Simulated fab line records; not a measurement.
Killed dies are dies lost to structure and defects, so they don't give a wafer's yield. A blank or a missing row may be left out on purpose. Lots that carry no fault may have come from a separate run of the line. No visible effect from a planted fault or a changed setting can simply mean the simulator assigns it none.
8D (eight disciplines) problem report, filled in by code ; flow n5Finfet ; the parts of the form that need people (team, actions taken, sign-off) are left out

1. WHAT WENT WRONG
Wafers without a fault read 39.23, standard deviation 0.04; exposureDoseMJCm2 at N5_HKMG_FIN_EXPOSE_09 reads a mean of 40.82 on 6 wafers belonging to 2 lots. Measured from the usual mean, that is +40 standard deviations.
The step: exposes mask NWFM.
Earliest sighting: wafer L397.1 on arfiScanner-02 at day 6 09:22. At this step, 35 wafers from 12 lots have a number in the record. Rule for "out", or "out of limits": more than 4 standard deviations from the usual mean. All remaining wafers that have a number are taken as sound.

2. WHAT IT IS AND WHAT IT IS NOT
question;is;is not
which readings at this step;exposureDoseMJCm2;stageVelMmS
which lots;L397, L398;L388, L389, L390, L393, L401, L402, L403, L404, L409, L410
which wafers of those lots;all that have a number;-
read on which tools;arfiScanner-02;arfiScanner-01, arfiScanner-03
when;from day 6 09:22;"up to then (11 sound wafers); but 18 sound wafers of L401, L402, L403, L404, L409, L410 came after"

3. WHAT RULES OUT EACH SUSPECT
Counting: a tool stays on the suspect list if, at a process step up to the reading, it processed all lots that are out and no sound lot following the first of them.
- arfiScanner-02 at N5_HKMG_FIN_EXPOSE_09 (exposes mask NWFM): kept. It ran every lot that is out, first L397 (day 6 09:22), and no sound lot after that; its last sound lot up to then is L389 (day 4 11:43). Its own exposureDoseMJCm2 readings are out on those wafers.
The count leaves arfiScanner-02 at N5_HKMG_FIN_EXPOSE_09.

4. THE CAUSE (what the simulator had put in)
Drift in process parameters on arfiScanner-02 at N5_HKMG_FIN_EXPOSE_09, starting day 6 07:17. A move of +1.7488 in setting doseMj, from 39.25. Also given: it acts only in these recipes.
The count eliminated every tool but this one.

5. THE EFFECT CHAIN, in route order
Rows list readings where the struck wafers' mean (over those with a number) sits beyond 3 standard deviations from the usual. Only readings for which the record gives a usual standard deviation are gone through. hours: the time from each lot's start at the first step in this table that gives one to its start at this step, as a median over the lots. sigmas: the change in usual standard deviations.
hours;step;reading;usual;on struck wafers;change;sigmas
0;N5_HKMG_FIN_EXPOSE_09;exposureDoseMJCm2;39.23;40.82;+1.59;+40
189;N5_PASSIVATION_PROBE_49;killedAtOther;3.1;12.0;+8.9;+3.1
Its process steps:
- N5_HKMG_FIN_EXPOSE_09: exposes mask NWFM.
- N5_PASSIVATION_PROBE_49

6. WHAT WOULD HAVE CAUGHT IT SOONER
In this record the first reading out of limits was taken at day 6 09:22, 2 hours after the fault began at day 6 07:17.
